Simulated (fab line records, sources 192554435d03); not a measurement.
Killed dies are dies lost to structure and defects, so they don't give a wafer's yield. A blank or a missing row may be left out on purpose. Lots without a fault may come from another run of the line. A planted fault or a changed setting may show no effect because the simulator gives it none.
fab line records | flow n5_finfet
record lots=24 wafers=72 last_day=18
route steps=1938 shown BEOL_M2@929 BEOL_M3@948
lots that met no fault: from a run of the same line without faults
start_h: hours from the record's first day to the start of the lot's first wafer shown | wait_h: hours since the lot's step before | " the same as in the row above | L1.1+2: a row that stands for several wafers | - no value, or no start given | * or withheld: withheld | < > ~ a bound
route shown NAME@n: a module of which the file shows steps, and the number in the route of the first | usual: mean/standard deviation of fault-free wafers | same: alike in all rows | chamber/n: place in a boat | sites: the reading at each site | _std_site: their standard deviation | _edge_site: outer sites' mean less inner sites' | radius_mm: how far each site lies from the wafer's centre | mask NAME#n: copy n | behind: the tool/chamber that last shaped the wafer | hold: why the lot was held/for how many hours/how that ended | device: the transistor (n, p or np) that didn't switch | end of line: the same wafers' tests at the end of the route | a step without rows: its recipe alone | killed: dies lost to structure and defects at the first sort, not the wafer's yield | map: a wafer's dies, x killed, . not, _ none there
set.NAME: the setting as run; set.NAME@STEP: as run at that earlier step | model.NAME: the simulator's own value behind a step, which no gauge read
steps of the route over a sample of lots; a table a step, a row a wafer
services: from which hour (start_h, from the record's first day; less than 0 if before it) a tool's chamber was out of use, for how many hours, and why
## steps
# step N5_BEOL_M2_RS_MEAS_58
# recipe thk_meas_gauge=four-point-probe reads=Co_of_BEOL_M2_CO_CAP_55+Cu_of_BEOL_M2_ECD_50+Co_of_BEOL_M2_CVD_47+TaN_of_BEOL_M2_ALD_84
# usual M2_RS=0.67/0.034
# columns lot.wafer tool chamber start_h wait_h M2_RS[ohm/sq]
L074.3 film_metro-02 - 173.91 0.1 0.66
L074.4 " - " " 0.66
L074.5 " - " " 0.74
L075.3 film_metro-01 - 180.19 0.1 0.69
L075.4 " - " " 0.76
L075.6 " - " " 0.68
L076.1 film_metro-02 - 180.94 0.0 0.71
L076.2 " - " " 0.69
L076.5 " - " " 0.66
L077.1 film_metro-02 - 182.12 0.0 0.65
L077.3 " - " " 0.69
L077.6 " - " " 0.68
L079.1 film_metro-01 - 183.45 0.0 0.70
L079.3 " - " " 0.72
L079.5 " - " " 0.72
L080.1 film_metro-02 - 183.69 0.0 0.64
L080.4 " - " " 0.61
L080.5 " - " " 0.67
L078.1 film_metro-01 - 188.58 0.0 0.65
L078.4 " - " " 0.67
L078.5 " - " " 0.64
L081.1 film_metro-01 - 190.80 0.0 0.69
L081.3 " - " " 0.66
L081.6 " - " " 0.64
L082.1 film_metro-01 - 193.24 0.0 0.69
L082.4 " - " " 0.67
L082.5 " - " " 0.68
L084.2 film_metro-02 - 204.68 0.1 0.70
L084.5 " - " " 0.66
L084.6 " - " " 0.67
L083.3 film_metro-01 - 204.76 0.1 0.70
L083.5 " - " " 0.68
L083.6 " - " " 0.69
L085.2 film_metro-02 - 210.27 0.1 0.68
L085.3 " - " " 0.66
L085.5 " - " " 0.69
L086.2 film_metro-01 - 221.89 0.1 0.73
L086.3 " - " " 0.67
L086.6 " - " " 0.72
L087.3 film_metro-01 - 246.38 0.1 0.63
L087.4 " - " " 0.67
L087.5 " - " " 0.63
L088.1 film_metro-02 - 246.77 0.0 0.66
L088.2 " - " " 0.65
L088.3 " - " " 0.66
L089.1 film_metro-01 - 250.97 0.0 0.71
L089.3 " - " " 0.71
L089.5 " - " " 0.72
L090.1 film_metro-02 - 251.42 0.0 0.61
L090.2 " - " " 0.59
L090.6 " - " " 0.59
L091.1 film_metro-02 - 268.62 0.0 0.70
L091.4 " - " " 0.67
L091.5 " - " " 0.71
L092.2 film_metro-01 - 271.90 0.1 0.71
L092.4 " - " " 0.77
L092.6 " - " " 0.69
L093.2 film_metro-02 - 272.13 0.1 0.62
L093.3 " - " " 0.63
L093.6 " - " " 0.61
L094.1 film_metro-01 - 272.38 0.0 0.61
L094.2 " - " " 0.64
L094.4 " - " " 0.69
L095.4 film_metro-02 - 278.97 0.0 0.74
L095.5 " - " " 0.72
L095.6 " - " " 0.68
L097.2 film_metro-01 - 282.80 0.1 0.63
L097.3 " - " " 0.64
L097.6 " - " " 0.71
L096.1 film_metro-02 - 283.68 0.0 0.70
L096.3 " - " " 0.65
L096.5 " - " " 0.66
# step N5_BEOL_M3_ETCH_74
# recipe chemistry=N2/H2 target=underlayer target_depth_a=65 mask_material=CAR-EUV time_s=5.2 ion_energy_ev=200 pressure_mtorr=30 source_w=840 bias_w=150 n2_flow_sccm=200 h2_flow_sccm=200 ends=cleared
# usual drypump_motor_current_A=5.7/0.32 etch_rf_on_time_s=5.25/0.15 oes_product_au=0.66/0.088 rf_vpp_V=523.6/2.7 showerhead_plenum_p_Torr=2.54/0.091 throttle_valve_pct=17.86/0.22
# columns lot.wafer tool chamber start_h wait_h drypump_motor_current_A etch_rf_on_time_s oes_product_au rf_hours_counter_h rf_vpp_V showerhead_plenum_p_Torr throttle_valve_pct
L074.3 rie_diel-04 0 176.72 0.0 5.7 5.50 0.60 185 524.9 2.51 18.08
L074.4 " 1 " " 5.9 5.27 0.61 171 526.3 2.66 17.93
L074.5 " 1 " " 5.9 5.35 0.60 - 527.3 2.66 17.90
L075.3 rie_diel-05 2 181.08 0.0 5.9 5.16 0.63 160 521.3 2.53 17.57
L075.4 " 3 " " 6.3 5.29 0.81 6 528.8 2.73 17.94
L075.6 " 2 " " 5.9 5.15 0.63 - 522.2 2.53 17.59
L076.1 rie_diel-05 3 183.66 0.0 6.3 5.35 0.81 6 528.9 2.72 17.92
L076.2 " 1 " " 5.1 5.11 0.74 43 524.4 2.58 17.63
L076.5 " 0 " " 5.3 5.24 0.62 - 524.2 2.52 17.70
L077.1 rie_diel-04 2 183.87 0.0 5.7 5.34 0.58 248 521.8 2.52 17.96
L077.3 " 3 " " 5.5 5.11 0.62 221 519.6 2.41 18.19
L077.6 " 1 " " 5.9 5.29 0.62 - 526.4 2.66 17.91
L079.1 rie_diel-04 1 184.35 0.0 6.0 5.34 0.61 173 526.5 2.66 17.90
L079.3 " 2 " " 5.8 5.41 0.57 248 523.6 2.52 17.94
L079.5 " 2 " " 5.8 5.37 0.56 - 523.7 2.52 17.96
L080.1 rie_diel-04 2 184.58 0.0 5.7 5.29 0.58 248 523.6 2.52 17.95
L080.4 " 3 " " 5.5 5.05 0.60 221 520.9 2.41 18.22
L080.5 " 0 " " 5.7 5.53 0.59 - 522.2 2.51 18.06
L078.1 rie_diel-05 1 190.23 0.0 5.1 5.10 0.74 45 524.2 2.58 17.61
L078.4 " 0 " " 5.3 5.30 0.62 178 520.8 2.52 17.69
L078.5 " 3 " " 6.3 5.28 0.80 - 525.8 2.72 17.94
L081.1 rie_diel-05 0 193.34 0.0 5.3 5.27 0.61 179 521.2 2.52 17.69
L081.3 " 1 " " 5.1 5.08 0.73 46 525.9 2.58 17.62
L081.6 " 0 " " 5.3 5.29 0.61 - 523.0 2.52 17.70
L082.1 rie_diel-05 3 194.17 0.0 6.3 5.23 0.80 9 530.2 2.72 17.93
L082.4 " 0 " " 5.3 5.22 0.63 179 520.6 2.52 17.71
L082.5 " 3 " " 6.3 5.30 0.81 - 527.8 2.72 17.92
L084.2 rie_diel-02 1 207.04 0.0 5.8 5.43 0.56 244 526.3 2.62 17.92
L084.5 " 3 " " 5.5 5.12 0.83 - 522.5 2.49 17.83
L084.6 " 1 " " 5.9 5.38 0.56 - 527.5 2.62 17.92
L083.3 rie_diel-02 3 207.27 0.0 5.5 5.03 0.83 0 523.2 2.49 17.83
L083.5 " 1 " " 5.9 5.38 0.55 - 524.7 2.62 17.91
L083.6 " 0 " " 5.3 5.41 0.60 - 521.6 2.43 17.95
L085.2 rie_diel-04 3 212.39 0.0 5.5 5.11 0.61 228 519.5 2.41 18.22
L085.3 " 2 " " 5.8 5.18 0.83 1 523.3 2.51 17.57
L085.5 " 3 " " 5.5 5.18 0.60 - 515.5 2.41 18.18
L086.2 rie_diel-04 0 224.71 0.0 5.7 5.53 0.60 197 522.2 2.51 18.09
L086.3 " 3 " " 5.5 5.12 0.60 231 520.1 2.41 18.18
L086.6 " 3 " " 5.5 5.14 0.60 - 519.6 2.41 18.21
L087.3 rie_diel-05 3 248.13 0.0 6.3 5.19 0.79 17 529.4 2.72 17.94
L087.4 " 2 " " 5.9 5.12 0.62 171 523.2 2.52 17.61
L087.5 " 2 " " 5.9 5.02 0.62 - 524.0 2.52 17.59
L088.1 rie_diel-02 3 248.17 0.0 5.5 5.04 0.80 11 524.0 2.49 17.85
L088.2 " 0 " " 5.3 5.36 0.60 201 518.8 2.43 17.97
L088.3 " 2 " " 5.6 5.14 0.81 6 527.2 2.62 17.62
L089.1 rie_diel-05 0 253.58 0.0 5.3 5.29 0.60 189 522.8 2.51 17.73
L089.3 " 3 " " 6.3 5.21 0.78 18 526.4 2.72 17.93
L089.5 " 1 " " 5.1 5.13 0.71 - 525.2 2.58 17.62
L090.1 rie_diel-04 3 253.81 0.0 5.5 5.21 0.60 238 521.2 2.40 18.19
L090.2 " 0 " " 5.7 5.56 0.58 205 522.8 2.51 18.10
L090.6 " 0 " " 5.7 5.56 0.59 - 523.1 2.51 18.13
L091.1 rie_diel-05 2 269.52 0.0 5.8 5.18 0.62 176 524.6 2.52 17.60
L091.4 " 3 " " 6.3 5.30 0.77 22 525.6 2.72 17.92
L091.5 " 1 " " 5.1 5.08 0.71 - 525.9 2.58 17.65
L092.2 rie_diel-04 0 274.82 0.0 5.7 5.45 0.59 209 523.7 2.50 18.12
L092.4 " 1 " " 6.0 5.23 0.61 195 527.5 2.65 17.94
L092.6 " 1 " " 5.9 5.28 0.59 - 525.1 2.65 17.97
L093.2 rie_diel-04 3 275.11 0.0 5.5 5.17 0.60 242 521.8 2.40 18.23
L093.3 " 2 " " 5.8 5.17 0.78 13 521.1 2.51 17.60
L093.6 " 0 " " 5.7 5.56 0.58 - 523.9 2.50 18.13
L094.1 rie_diel-02 1 275.12 0.0 5.8 5.35 0.79 5 524.1 2.62 17.43
L094.2 " 0 " " 5.3 5.43 0.59 208 521.6 2.42 17.98
L094.4 " 2 " " 5.7 5.16 0.79 - 524.4 2.61 17.66
L095.4 rie_diel-04 1 280.47 0.0 5.9 5.35 0.60 197 525.8 2.65 17.95
L095.5 " 3 " " 5.5 5.12 0.60 - 519.1 2.40 18.22
L095.6 " 2 " " 5.8 5.10 0.78 - 522.8 2.51 17.60
L097.2 rie_diel-05 1 284.82 0.0 5.1 5.14 0.70 64 526.8 2.57 17.63
L097.3 " 0 " " 5.3 5.29 0.61 197 524.8 2.51 17.74
L097.6 " 2 " " 5.9 5.16 0.61 - 521.0 2.52 17.63
L096.1 rie_diel-04 0 285.27 0.0 5.7 5.49 0.59 213 523.1 2.50 18.13
L096.3 " 3 " " 5.5 5.17 0.59 246 518.5 2.40 18.21
L096.5 " 2 " " 5.7 5.13 0.77 - 522.8 2.51 17.61
# step N5_BEOL_M3_ETCH_63
# recipe chemistry=CF4 target=SiARC target_depth_a=156 mask_material=CAR-EUV time_s=26 ion_energy_ev=80 pressure_mtorr=40 source_w=545 bias_w=36 Ar_flow_sccm=100 cf4_flow_sccm=100 ends=cleared
# usual drypump_motor_current_A=5.6/0.32 etch_rf_on_time_s=26.4/0.74 oes_product_au=0.66/0.088 rf_vpp_V=184.1/1.2 showerhead_plenum_p_Torr=2.14/0.071 throttle_valve_pct=15.63/0.24
# columns lot.wafer tool chamber start_h wait_h drypump_motor_current_A etch_rf_on_time_s oes_product_au rf_hours_counter_h rf_vpp_V showerhead_plenum_p_Torr throttle_valve_pct
L074.3 rie_diel-04 0 176.74 0.0 5.7 28.0 0.59 185 184.3 2.12 15.94
L074.4 " 1 " " 6.0 26.8 0.61 171 183.9 2.23 15.58
L074.5 " 1 " " 6.0 27.1 0.61 - 184.0 2.23 15.58
L075.3 rie_diel-05 2 181.10 0.0 5.9 25.3 0.64 160 182.9 2.13 15.45
L075.4 " 3 " " 6.3 26.0 0.82 6 186.2 2.27 15.54
L075.6 " 2 " " 5.9 25.4 0.64 - 182.7 2.13 15.44
L076.1 rie_diel-05 3 183.68 0.0 6.3 26.3 0.81 6 183.6 2.27 15.54
L076.2 " 1 " " 5.1 25.6 0.73 43 186.0 2.19 15.42
L076.5 " 0 " " 5.3 26.5 0.62 - 183.7 2.13 15.58
L077.1 rie_diel-04 2 183.89 0.0 5.7 27.1 0.58 248 183.3 2.12 15.68
L077.3 " 3 " " 5.5 25.8 0.61 221 182.9 2.03 15.94
L077.6 " 1 " " 5.9 26.9 0.61 - 186.5 2.22 15.58
L079.1 rie_diel-04 1 184.36 0.0 5.9 27.0 0.61 173 185.2 2.22 15.58
L079.3 " 2 " " 5.7 27.1 0.57 248 184.2 2.11 15.67
L079.5 " 2 " " 5.8 26.9 0.57 - 184.8 2.12 15.69
L080.1 rie_diel-04 2 184.60 0.0 5.8 27.1 0.57 248 183.8 2.12 15.69
L080.4 " 3 " " 5.5 25.9 0.61 221 184.8 2.03 15.98
L080.5 " 0 " " 5.7 28.0 0.60 - 185.4 2.12 15.94
L078.1 rie_diel-05 1 190.25 0.0 5.1 25.5 0.73 45 183.4 2.19 15.44
L078.4 " 0 " " 5.3 26.4 0.61 178 185.1 2.13 15.60
L078.5 " 3 " " 6.3 26.4 0.80 - 186.9 2.27 15.53
L081.1 rie_diel-05 0 193.36 0.0 5.3 26.2 0.62 179 183.4 2.13 15.61
L081.3 " 1 " " 5.1 25.4 0.74 46 184.5 2.19 15.41
L081.6 " 0 " " 5.3 26.5 0.61 - 185.2 2.13 15.60
L082.1 rie_diel-05 3 194.18 0.0 6.3 26.2 0.80 9 185.9 2.27 15.54
L082.4 " 0 " " 5.3 26.5 0.61 179 184.1 2.13 15.59
L082.5 " 3 " " 6.3 26.3 0.80 - 186.4 2.27 15.56
L084.2 rie_diel-02 1 207.06 0.0 5.8 26.7 0.56 244 184.5 2.19 15.67
L084.5 " 3 " " 5.5 25.5 0.84 - 182.5 2.10 15.53
L084.6 " 1 " " 5.8 27.0 0.57 - 184.6 2.19 15.68
L083.3 rie_diel-02 3 207.28 0.0 5.5 25.7 0.83 0 183.0 2.10 15.53
L083.5 " 1 " " 5.9 27.2 0.56 - 184.3 2.19 15.66
L083.6 " 0 " " 5.3 27.1 0.61 - 183.0 2.05 15.77
L085.2 rie_diel-04 3 212.41 0.0 5.5 25.9 0.61 228 182.4 2.03 15.97
L085.3 " 2 " " 5.8 25.9 0.82 1 184.2 2.11 15.22
L085.5 " 3 " " 5.5 25.6 0.60 - 184.1 2.03 15.97
L086.2 rie_diel-04 0 224.72 0.0 5.7 27.4 0.60 197 185.2 2.12 15.97
L086.3 " 3 " " 5.5 25.3 0.61 231 183.3 2.03 15.99
L086.6 " 3 " " 5.5 25.3 0.61 - 182.1 2.03 16.00
L087.3 rie_diel-05 3 248.15 0.0 6.3 26.3 0.79 17 185.1 2.27 15.57
L087.4 " 2 " " 5.9 26.1 0.62 171 182.0 2.13 15.46
L087.5 " 2 " " 5.9 25.8 0.62 - 182.6 2.13 15.46
L088.1 rie_diel-02 3 248.19 0.0 5.5 25.7 0.78 11 183.2 2.09 15.55
L088.2 " 0 " " 5.3 27.0 0.60 201 181.8 2.04 15.80
L088.3 " 2 " " 5.7 25.9 0.81 6 183.6 2.19 15.22
L089.1 rie_diel-05 0 253.60 0.0 5.3 26.4 0.61 189 185.6 2.13 15.62
L089.3 " 3 " " 6.3 26.2 0.78 18 186.0 2.27 15.58
L089.5 " 1 " " 5.1 25.7 0.71 - 185.5 2.18 15.44
L090.1 rie_diel-04 3 253.83 0.0 5.5 25.6 0.60 238 184.7 2.02 15.98
L090.2 " 0 " " 5.7 27.2 0.59 205 185.9 2.12 15.99
L090.6 " 0 " " 5.7 27.4 0.59 - 184.8 2.12 16.00
L091.1 rie_diel-05 2 269.53 0.0 5.9 25.7 0.62 176 184.4 2.12 15.47
L091.4 " 3 " " 6.3 26.1 0.78 22 186.5 2.27 15.56
L091.5 " 1 " " 5.1 25.6 0.72 - 185.6 2.18 15.46
L092.2 rie_diel-04 0 274.84 0.0 5.7 27.9 0.59 209 183.6 2.12 15.99
L092.4 " 1 " " 5.9 26.5 0.60 195 185.5 2.22 15.63
L092.6 " 1 " " 5.9 26.5 0.60 - 184.8 2.22 15.61
L093.2 rie_diel-04 3 275.13 0.0 5.5 26.3 0.59 242 182.6 2.02 16.01
L093.3 " 2 " " 5.8 26.3 0.77 13 183.4 2.11 15.23
L093.6 " 0 " " 5.7 28.1 0.58 - 183.9 2.12 16.00
L094.1 rie_diel-02 1 275.14 0.0 5.8 26.5 0.80 5 185.3 2.19 15.16
L094.2 " 0 " " 5.3 26.8 0.60 208 182.5 2.04 15.79
L094.4 " 2 " " 5.7 25.8 0.79 - 184.8 2.19 15.20
L095.4 rie_diel-04 1 280.49 0.0 5.9 26.9 0.59 197 184.7 2.22 15.63
L095.5 " 3 " " 5.5 26.0 0.59 - 183.8 2.02 16.02
L095.6 " 2 " " 5.7 25.8 0.78 - 182.7 2.11 15.26
L097.2 rie_diel-05 1 284.83 0.0 5.1 25.7 0.71 64 183.8 2.18 15.48
L097.3 " 0 " " 5.3 26.6 0.61 197 183.6 2.12 15.64
L097.6 " 2 " " 5.9 25.7 0.62 - 184.7 2.12 15.46
L096.1 rie_diel-04 0 285.29 0.0 5.7 27.7 0.58 213 186.1 2.12 16.00
L096.3 " 3 " " 5.5 25.7 0.59 246 183.0 2.02 16.01
L096.5 " 2 " " 5.7 25.4 0.78 - 182.8 2.11 15.26
# step N5_BEOL_M3_CD_MEAS_28
# recipe target_cd_nm=25.7 landing_energy_ev=500 detector=se_inlens target_cd_y_nm=23.3 polarity=opening
# usual cd_nm=25.64/0.23
# columns lot.wafer tool chamber start_h wait_h cd_nm
L074.3 cd_sem-03 0 177.58 - 25.51
L074.4 " 0 " " 26.05
L074.5 " 0 " " 25.61
L075.3 cd_sem-01 0 181.92 - 25.80
L075.4 " 0 " " 25.63
L075.6 " 0 " " 25.35
L076.1 cd_sem-01 0 184.39 - 25.63
L076.2 " 0 " " 25.91
L076.5 " 0 " " 25.79
L077.1 cd_sem-01 0 184.59 - 25.93
L077.3 " 0 " " 25.18
L077.6 " 0 " " 26.21
L079.1 cd_sem-02 0 185.26 - 25.78
L079.3 " 0 " " 25.20
L079.5 " 0 " " 25.40
L080.1 cd_sem-01 0 185.44 - 25.57
L080.4 " 0 " " 25.54
L080.5 " 0 " " 25.85
L078.1 cd_sem-01 0 190.94 - 25.80
L078.4 " 0 " " 25.58
L078.5 " 0 " " 25.58
L081.1 cd_sem-02 0 194.18 - 25.76
L081.3 " 0 " " 25.70
L081.6 " 0 " " 25.14
L082.1 cd_sem-02 0 194.88 - 25.49
L082.4 " 0 " " 25.61
L082.5 " 0 " " 25.72
L084.2 cd_sem-03 0 207.97 - 25.88
L084.5 " 0 " " 25.73
L084.6 " 0 " " 26.10
L083.3 cd_sem-02 0 208.16 - 25.23
L083.5 " 0 " " 25.43
L083.6 " 0 " " 25.38
L085.2 cd_sem-02 0 213.11 - 25.43
L085.3 " 0 " " 25.55
L085.5 " 0 " " 25.67
L086.2 cd_sem-03 0 225.55 - 25.56
L086.3 " 0 " " 25.54
L086.6 " 0 " " 25.62
L087.3 cd_sem-01 0 248.85 - 25.52
L087.4 " 0 " " 25.74
L087.5 " 0 " " 25.10
L088.1 cd_sem-01 0 249.03 - 25.79
L088.2 " 0 " " 25.21
L088.3 " 0 " " 25.72
L089.1 cd_sem-03 0 254.33 - 25.61
L089.3 " 0 " " 25.57
L089.5 " 0 " " 25.19
L090.1 cd_sem-02 0 254.65 - 25.72
L090.2 " 0 " " 25.70
L090.6 " 0 " " 25.74
L091.1 cd_sem-01 0 270.24 - 25.89
L091.4 " 0 " " 25.93
L091.5 " 0 " " 25.77
L092.2 cd_sem-03 0 275.66 - 25.69
L092.4 " 0 " " 25.67
L092.6 " 0 " " 26.11
L093.2 cd_sem-02 0 275.92 - 25.56
L093.3 " 0 " " 25.81
L093.6 " 0 " " 25.45
L094.1 cd_sem-01 0 275.98 - 25.60
L094.2 " 0 " " 25.38
L094.4 " 0 " " 25.66
L095.4 cd_sem-03 0 281.19 - 25.76
L095.5 " 0 " " 25.52
L095.6 " 0 " " 25.53
L097.2 cd_sem-01 0 285.66 - 25.50
L097.3 " 0 " " 25.84
L097.6 " 0 " " 25.79
L096.1 cd_sem-01 0 286.11 - 25.17
L096.3 " 0 " " 25.30
L096.5 " 0 " " 25.75
# step N5_BEOL_M3_ANNEAL_51
# recipe temp_c=225 time_s=90 ambient=N2
# usual anneal_temp_c_max=226.2/0.37 wafer_temp_C_max=226.4/0.46
# columns lot.wafer tool chamber start_h wait_h anneal_temp_c_max wafer_temp_C_max
L074.3 rtp_anneal-02 0 183.19 0.1 226.9 226.2
L074.4 " 0 " " 226.8 226.4
L074.5 " 0 " " 226.3 226.2
L075.3 rtp_anneal-01 0 189.03 0.1 226.0 227.1
L075.4 " 0 " " 226.1 226.8
L075.6 " 0 " " 225.9 227.1
L076.1 rtp_anneal-01 0 192.14 0.1 225.6 226.7
L076.2 " 0 " " 225.7 226.9
L076.5 " 0 " " 225.4 226.9
L077.1 rtp_anneal-01 0 192.59 0.1 225.8 227.2
L077.3 " 0 " " 225.6 227.3
L077.6 " 0 " " 226.0 227.2
L079.1 rtp_anneal-02 0 193.98 0.1 226.3 226.4
L079.3 " 0 " " 226.7 226.0
L079.5 " 0 " " 226.2 226.4
L080.1 rtp_anneal-02 0 194.25 0.2 226.6 225.9
L080.4 " 0 " " 226.0 226.2
L080.5 " 0 " " 226.7 225.8
L078.1 rtp_anneal-02 0 198.60 0.5 226.2 226.1
L078.4 " 0 " " 226.1 226.3
L078.5 " 0 " " 226.1 225.8
L081.1 rtp_anneal-02 0 200.04 0.1 226.5 226.1
L081.3 " 0 " " 226.8 226.7
L081.6 " 0 " " 226.8 226.1
L082.1 rtp_anneal-02 0 200.61 0.1 226.2 226.0
L082.4 " 0 " " 226.5 226.2
L082.5 " 0 " " 225.9 226.0
L083.3 rtp_anneal-02 0 235.43 0.1 226.6 225.9
L083.5 " 0 " " 226.4 226.0
L083.6 " 0 " " 226.5 226.0
L084.2 rtp_anneal-02 0 235.72 0.1 226.5 225.8
L084.5 " 0 " " 226.6 226.1
L084.6 " 0 " " 226.1 226.0
L085.2 rtp_anneal-02 0 239.20 1.7 226.1 225.8
L085.3 " 0 " " 225.8 225.9
L085.5 " 0 " " 226.4 226.3
L086.2 rtp_anneal-02 0 240.55 1.1 226.5 225.9
L086.3 " 0 " " 226.4 225.8
L086.6 " 0 " " 226.1 226.2
L087.3 rtp_anneal-02 0 253.33 0.4 226.1 226.3
L087.4 " 0 " " 226.6 226.7
L087.5 " 0 " " 226.7 226.2
L088.1 rtp_anneal-02 0 253.51 0.5 226.5 226.2
L088.2 " 0 " " 226.7 226.1
L088.3 " 0 " " 226.5 226.5
L089.1 rtp_anneal-02 0 264.00 0.1 226.2 226.2
L089.3 " 0 " " 225.8 226.1
L089.5 " 0 " " 226.1 226.4
L090.1 rtp_anneal-02 0 269.15 0.3 226.0 226.3
L090.2 " 0 " " 226.2 226.3
L090.6 " 0 " " 226.2 226.1
L091.1 rtp_anneal-01 0 276.32 0.2 225.7 226.7
L091.4 " 0 " " 225.6 226.5
L091.5 " 0 " " 225.6 226.7
L092.2 rtp_anneal-02 0 281.87 0.1 226.3 226.7
L092.4 " 0 " " 225.9 225.9
L092.6 " 0 " " 226.0 226.4
L093.2 rtp_anneal-02 0 285.12 0.1 226.8 226.2
L093.3 " 0 " " 226.6 226.5
L093.6 " 0 " " 226.6 225.9
L094.1 rtp_anneal-01 0 292.41 0.1 226.4 227.2
L094.2 " 0 " " 226.0 227.2
L094.4 " 0 " " 225.7 227.6
L095.4 rtp_anneal-01 0 295.91 0.2 225.6 227.4
L095.5 " 0 " " 225.8 227.0
L095.6 " 0 " " 225.6 226.6
L097.2 rtp_anneal-01 0 299.55 0.1 225.8 226.4
L097.3 " 0 " " 226.0 226.4
L097.6 " 0 " " 226.1 227.0
L096.1 rtp_anneal-01 0 300.68 0.2 225.7 227.3
L096.3 " 0 " " 225.3 227.2
L096.5 " 0 " " 225.5 226.5
# step N5_BEOL_M3_CMP_52
# recipe stop_on=SiOC t_overpolish_s=6.8 down_force_psi=1 platen_rpm=50 clearing_platen_down_force_psi=1.5 clearing_platen_rpm=50 post_cmp_clean=cu_alkaline target_thk_nm=40 clearing_platen_pad_velocity_m_s=0.99484 pad_velocity_m_s=0.99484
# usual barrier_field_endpoint_s=24.8/0.63 motor_current_A=6.2/0.63 overpolish_run_s=6.800/0.0089 time_to_endpoint_s=62/3.1
# columns lot.wafer tool chamber start_h wait_h barrier_field_endpoint_s motor_current_A overpolish_run_s time_to_endpoint_s
L074.4 cmp-03 3 183.40 0.1 26.5 5.5 6.814 65
L074.3 " 1 " " 25.0 7.2 6.800 63
L074.5 " 3 " " 25.5 5.5 6.808 65
L075.3 cmp-01 0 189.28 0.2 25.6 6.5 6.816 69
L075.4 " 1 " " 25.0 6.2 6.810 65
L075.6 " 0 " " 24.8 6.7 6.789 65
L076.2 cmp-03 3 192.43 0.2 25.2 5.3 6.799 66
L076.1 " 2 " " 26.2 6.3 6.800 72
L076.5 " 3 " " 25.1 5.4 6.793 66
L077.3 cmp-03 0 192.92 0.2 25.5 7.1 6.794 64
L077.1 " 1 " " 25.1 7.0 6.808 62
L077.6 " 0 " " 25.8 7.0 6.791 65
L079.1 cmp-01 0 194.27 0.3 26.1 6.2 6.798 66
L079.3 " 1 " " 24.6 6.3 6.802 68
L079.5 " 0 " " 25.9 6.4 6.795 64
L080.4 cmp-03 1 194.54 0.1 25.0 6.6 6.790 64
L080.1 " 3 " " 24.6 5.2 6.800 63
L080.5 " 2 " " 25.7 6.0 6.818 64
L078.4 cmp-03 0 198.90 0.1 25.0 7.0 6.797 67
L078.1 " 2 " " 26.1 6.2 6.813 69
L078.5 " 1 " " 24.7 7.2 6.794 63
L081.3 cmp-01 0 200.34 0.2 25.0 6.8 6.800 67
L081.1 " 3 " " 24.0 5.2 6.805 63
L081.6 " 0 " " 24.8 6.7 6.798 64
L082.4 cmp-02 3 200.91 0.1 24.7 6.0 6.799 58
L082.1 " 2 " " 23.9 6.4 6.787 59
L082.5 " 3 " " 24.4 6.0 6.792 61
L083.3 cmp-03 1 235.64 0.2 25.1 7.2 6.804 63
L083.5 " 1 " " 24.8 7.0 6.819 63
L083.6 " 2 " " 25.8 6.2 6.810 68
L084.2 cmp-01 2 235.97 0.2 24.9 5.5 6.812 64
L084.5 " 2 " " 24.6 5.7 6.798 63
L084.6 " 3 " " 25.2 5.4 6.795 64
L085.3 cmp-01 0 239.53 0.2 25.6 6.5 6.796 65
L085.2 " 1 " " 25.1 6.2 6.810 65
L085.5 " 2 " " 25.5 5.7 6.807 63
L086.2 cmp-02 1 240.84 0.2 23.3 5.5 6.803 55
L086.3 " 2 " " 24.0 6.8 6.808 58
L086.6 " 1 " " 23.6 5.3 6.810 56
L087.3 cmp-01 0 253.54 0.2 25.3 6.6 6.799 64
L087.4 " 2 " " 25.1 5.5 6.796 67
L087.5 " 0 " " 24.8 6.9 6.795 62
L088.2 cmp-03 3 253.82 0.2 23.5 5.2 6.807 60
L088.1 " 0 " " 24.6 6.7 6.791 64
L088.3 " 1 " " 24.0 6.8 6.798 58
L089.3 cmp-03 1 264.34 0.2 25.2 7.0 6.800 63
L089.1 " 3 " " 24.5 5.4 6.794 62
L089.5 " 1 " " 24.6 6.7 6.804 62
L090.1 cmp-02 3 270.03 0.8 24.5 6.2 6.793 59
L090.2 " 2 " " 24.5 6.3 6.790 63
L090.6 " 3 " " 25.3 6.4 6.802 62
L091.4 cmp-02 3 276.62 0.1 24.5 6.1 6.800 65
L091.1 " 2 " " 24.5 6.3 6.791 62
L091.5 " 3 " " 24.0 6.2 6.809 60
L092.2 cmp-01 3 282.19 0.3 23.8 5.1 6.783 55
L092.4 " 0 " " 24.3 6.6 6.806 58
L092.6 " 2 " " 24.1 5.6 6.786 57
L093.2 cmp-01 1 285.37 0.2 24.6 6.2 6.803 61
L093.3 " 2 " " 25.0 5.7 6.790 59
L093.6 " 1 " " 25.2 6.4 6.781 60
L094.1 cmp-01 0 292.71 0.3 24.3 6.6 6.779 61
L094.2 " 1 " " 25.0 6.7 6.798 62
L094.4 " 3 " " 24.0 5.1 6.788 57
L095.4 cmp-02 2 296.20 0.2 26.0 6.5 6.777 62
L095.6 " 3 " " 25.2 6.6 6.783 63
L095.5 " 0 " " 25.2 6.1 6.815 62
L097.3 cmp-03 3 299.90 0.3 23.7 5.4 6.808 58
L097.2 " 1 " " 23.8 7.2 6.806 58
L097.6 " 3 " " 24.1 5.3 6.790 61
L096.1 cmp-01 3 300.98 0.3 24.5 5.3 6.800 57
L096.3 " 0 " " 24.3 7.1 6.811 60
L096.5 " 0 " " 25.4 6.5 6.792 60
## services
# columns tool chamber start_h hours kind
cmp-03 - 153.58 2.2 repair
cmp-02 - 156.04 6.4 pm
rie_diel-02 3 158.29 9.1 repair
cmp-03 - 160.66 1.4 repair
cmp-02 - 183.32 16.4 pm
cmp-01 - 183.94 1.7 repair
rie_diel-02 1 189.70 2.6 repair
rtp_anneal-01 - 193.00 75.2 pm
cmp-02 - 200.38 0.2 repair
cmp-01 - 200.65 5.8 pm
rie_diel-04 0 207.73 1.7 repair
cmp-01 - 213.24 2.2 repair
cmp-01 - 239.82 5.8 repair
rie_diel-04 2 240.24 10.5 repair
cmp-02 - 246.69 7.8 pm
cmp-01 - 247.03 0.3 repair
cmp-01 - 247.35 1.5 repair
cmp-03 - 249.04 4.0 pm
rie_diel-02 - 257.01 2.8 pm
cmp-01 - 260.03 0.9 repair
rie_diel-02 3 261.30 17.6 repair
cmp-01 - 267.74 4.1 pm
cmp-03 - 267.84 23.6 repair
cmp-01 - 277.06 4.0 pm
## key
fault none
